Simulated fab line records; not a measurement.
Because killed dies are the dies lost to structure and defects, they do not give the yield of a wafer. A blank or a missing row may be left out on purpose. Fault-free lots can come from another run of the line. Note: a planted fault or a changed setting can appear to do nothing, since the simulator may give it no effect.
A single fault, viewed from 2 desks | flow nand harc | numbers are kept per desk, each desk with only its own; the story behind them comes last

== METROLOGY DESK ==
What the gauges read, lot by lot, whatever tool the lot ran on: means of the sampled wafers that have a number. If a lot's mean is further than 4 standard deviations from the usual mean, the lot is out of limits and carries the mark OUT (the distance appears in the brackets).
Columns: A = overlay x nm at NHARC_A_BLC_OVL_MEAS_11, usual 0.2 nm; B = overlay y nm at NHARC_A_BLC_OVL_MEAS_11, usual 0.3 nm
lot  | first seen here | A    | B
L868 | day 17 06:53    | 1.3  | -0.5
L869 | day 17 17:54    | -0.7 | -0.4
L870 | day 17 19:23    | -0.5 | 0.5
L874 | day 18 11:39    | 1.2  | -0.3
L873 | day 18 12:49    | 0.4  | 0.8
L875 | day 19 00:14    | -1.4 | 2.0
L876 | day 19 12:56    | -1.5 | 1.0
L877 | day 19 13:38    | 0.4  | 1.0
L879 | day 20 08:32    | 0.5  | -0.3
L886 | day 21 12:31    | -0.2 | -0.2
L885 | day 22 03:28    | 0.9  | 0.0
L889 | day 22 20:41    | -0.5 | -0.4
L891 | day 23 03:29    | 0.5  | 0.6
This desk found nothing out of limits on any of the 13 lots.

== THE TOOL OWNER'S DESK: rie diel-10 ==
The tool's own readings at NHARC_A_BLC_ETCH_16 (etches the open film in CF4, target depth 39 nm, time 65 s): means of the sampled wafers that have a number, for each lot that ran on this tool. If a lot's mean is further than 4 standard deviations from the usual mean, the lot is out of limits and carries the mark OUT (the distance appears in the brackets).
Columns: A = drypump motor current A at NHARC_A_BLC_ETCH_16, usual 5.8 A; B = oes product au at NHARC_A_BLC_ETCH_16, usual 1.000 a.u.; C = rf vpp V at NHARC_A_BLC_ETCH_16, usual 151.2 V; D = showerhead plenum p Torr at NHARC_A_BLC_ETCH_16, usual 1.77 Torr; E = throttle valve pct at NHARC_A_BLC_ETCH_16, usual 13.281 %
lot  | first seen here | A   | B                | C     | D    | E
L868 | day 17 07:05    | 5.8 | 0.994            | 150.9 | 1.73 | 13.278
L870 | day 17 19:34    | 5.8 | 0.995            | 150.5 | 1.75 | 13.279
L873 | day 18 13:06    | 5.7 | 0.987            | 150.9 | 1.76 | 13.284
L875 | day 19 00:26    | 5.8 | 0.995            | 150.8 | 1.74 | 13.279
L876 | day 19 13:10    | 5.8 | 0.993            | 151.4 | 1.73 | 13.277
L879 | day 20 08:43    | 5.9 | 0.998            | 150.2 | 1.74 | 13.279
L886 | day 21 12:43    | 5.9 | 0.920 (-8.7) OUT | 151.4 | 1.70 | 13.284
L885 | day 22 03:40    | 5.8 | 0.922 (-8.4) OUT | 150.1 | 1.73 | 13.278
This desk finds L885, L886 out of limits, L886 being first, at day 21 12:43 (oes product au at NHARC_A_BLC_ETCH_16). L868, L870, L873, L875, L876, L879 stayed within limits.

== TAKEN TOGETHER ==
The tool owner's desk could have raised an alarm at day 21 12:43, on L885, L886.
From the metrology desk's view, nothing was out of limits.
The metrology desk holds a record of L885, L886, inside its limits.
Every lot named ran NHARC_A_BLC_ETCH_16 on rie diel-10.

== WHAT HAD BEEN PUT IN BY THE SIMULATOR ==
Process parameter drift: rie diel-10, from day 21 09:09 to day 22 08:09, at NHARC_A_BLC_ETCH_16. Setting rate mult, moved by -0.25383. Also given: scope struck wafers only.
Struck lots among those shown: L885, L886.
Time in hours from fault onset to the first out-of-limits reading at each desk: the tool owner's desk, 4.
